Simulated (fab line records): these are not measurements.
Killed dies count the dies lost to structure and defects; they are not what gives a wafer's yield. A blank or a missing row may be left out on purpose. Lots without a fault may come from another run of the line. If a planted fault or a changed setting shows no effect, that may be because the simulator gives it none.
Chamber matching | flow nandHarc | pecvd-02 running NHARC_P_CONTACT_DEP_30: 3 sister chambers
The step deposits SiNx, target thk 30 nm. 16 wafers are shown with their chamber, then 8 later ones without.

EACH WAFER AND ITS CHAMBER
wafer  | chamber | heaterPowerW (W)
L076.2 | 1       | 718
L076.4 | 1       | 714
L076.6 | 2       | 545
L081.1 | 0       | 798
L081.3 | 1       | 768
L081.5 | 1       | 756
L086.1 | 0       | 797
L086.2 | 2       | 553
L086.4 | 1       | 732
L089.2 | 1       | 794
L089.4 | 2       | 511
L089.5 | 1       | 778
L093.1 | 2       | 522
L093.3 | 0       | 796
L093.4 | 0       | 771
L095.2 | 2       | 562

SIGNATURES, as means of the wafers listed above
reading      | chamber 0 | chamber 1 | chamber 2 | scatter within a chamber
heaterPowerW | 790.50    | 751.43    | 538.60    | 24.9
Rule: for each reading, subtract the chamber's mean from the wafer's reading, divide by that reading's scatter and square the result; add these up over the readings and take the root, which gives the wafer's distance from the chamber. If the next closest chamber is less than 2 further off than the closest, the wafer can't be placed; otherwise it belongs to the closest. The scatter: the root of (the sum of the squares of (reading less its chamber's mean) over the shown wafers, divided by (wafers less chambers)).

WAFERS WITHOUT THEIR CHAMBER
wafer  | heaterPowerW (W)
L095.4 | 568
L095.6 | 839
L096.1 | 521
L096.2 | 770
L096.3 | 764
L097.2 | 657
L097.4 | 666
L097.6 | 866

WHICH CHAMBER EACH WENT THROUGH
wafer  | from the rows above          | in truth
L095.4 | 2                            | 2
L095.6 | can't be placed: 0 or 1      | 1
L096.1 | 2                            | 2
L096.2 | can't be placed: 1 or 0      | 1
L096.3 | can't be placed: 1 or 0      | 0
L097.2 | can't be placed: 1 or 2 or 0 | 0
L097.4 | can't be placed: 1 or 0 or 2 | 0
L097.6 | can't be placed: 0 or 1      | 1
Correctly placed: 2 of 8. Cannot be placed on the basis of these rows: 6; the candidates contain the true chamber in 6. Placed wrongly: 0.
